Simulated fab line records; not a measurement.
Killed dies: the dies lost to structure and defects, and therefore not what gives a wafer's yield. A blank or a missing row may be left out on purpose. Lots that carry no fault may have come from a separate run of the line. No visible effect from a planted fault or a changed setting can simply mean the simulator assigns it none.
Matching of chambers | flow n5-finfet | pecvd-03 running N5_BEOL_M7_DEP_56: 3 sister chambers
The step deposits SiCN from 3MS/NH3, target thk 10 nm, time 17.5 s. 16 wafers are shown with their chamber, then 8 later ones without.

## WAFERS, EACH WITH ITS CHAMBER
wafer  | chamber | showerhead-plenum-p-Torr (Torr) | throttle-valve-pct (%) | rf-fwd-power-W (W)
L075.1 | 1       | 3.664                           | 8.8                    | 199.5
L075.3 | 0       | 3.682                           | 8.6                    | 198.6
L075.6 | 0       | 3.674                           | 8.8                    | 199.3
L076.1 | 0       | 3.681                           | 8.5                    | 199.6
L076.3 | 0       | 3.683                           | 8.5                    | 198.7
L076.5 | 1       | 3.663                           | 8.7                    | 199.6
L081.3 | 1       | 3.655                           | 9.0                    | 199.8
L081.4 | 0       | 3.671                           | 8.7                    | 199.3
L081.5 | 0       | 3.678                           | 8.4                    | 200.3
L082.2 | 2       | 3.641                           | 8.1                    | 199.9
L082.3 | 0       | 3.669                           | 8.5                    | 199.3
L082.6 | 2       | 3.646                           | 7.8                    | 199.3
L083.3 | 2       | 3.645                           | 7.7                    | 199.1
L083.4 | 2       | 3.646                           | 8.1                    | 198.6
L083.5 | 0       | 3.686                           | 8.6                    | 199.1
L084.4 | 0       | 3.671                           | 8.5                    | 199.6

SIGNATURES (means of the wafers above)
reading                  | chamber 0 | chamber 1 | chamber 2 | scatter within a chamber
showerhead-plenum-p-Torr | 3.67722   | 3.66067   | 3.64450   | 0.00533
throttle-valve-pct       | 8.567     | 8.833     | 7.925     | 0.15
rf-fwd-power-W           | 199.311   | 199.633   | 199.225   | 0.479
Rule: a wafer's distance from a chamber is the root of the sum, over the readings, of the square of ((its reading less the chamber's mean) divided by the reading's scatter). The wafer belongs to the nearest chamber; if the next one is less than 2 further off, it can't be placed. The scatter is the square root of a quotient: the sum, over the shown wafers, of each reading's squared deviation from its chamber's mean, divided by wafers minus chambers.

## WAFERS MISSING THEIR CHAMBER
wafer  | showerhead-plenum-p-Torr (Torr) | throttle-valve-pct (%) | rf-fwd-power-W (W)
L084.5 | 3.667                           | 8.9                    | 198.2
L084.6 | 3.645                           | 7.9                    | 198.8
L087.1 | 3.649                           | 8.7                    | 198.9
L087.2 | 3.650                           | 8.2                    | 200.0
L087.3 | 3.673                           | 8.6                    | 199.3
L090.3 | 3.677                           | 8.7                    | 199.3
L090.4 | 3.663                           | 8.9                    | 199.4
L090.6 | 3.683                           | 8.6                    | 199.8

## WHICH CHAMBER EACH ONE RAN IN
wafer  | from the rows above     | in truth
L084.5 | can't be placed: 1 or 0 | 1
L084.6 | 2                       | 2
L087.1 | 1                       | 1
L087.2 | 2                       | 2
L087.3 | 0                       | 0
L090.3 | 0                       | 0
L090.4 | 1                       | 1
L090.6 | 0                       | 0
Correct placement for 7 of the 8. Can't be placed from these rows: 1 (the true chamber is among the candidates in 1). 0 placed wrongly.
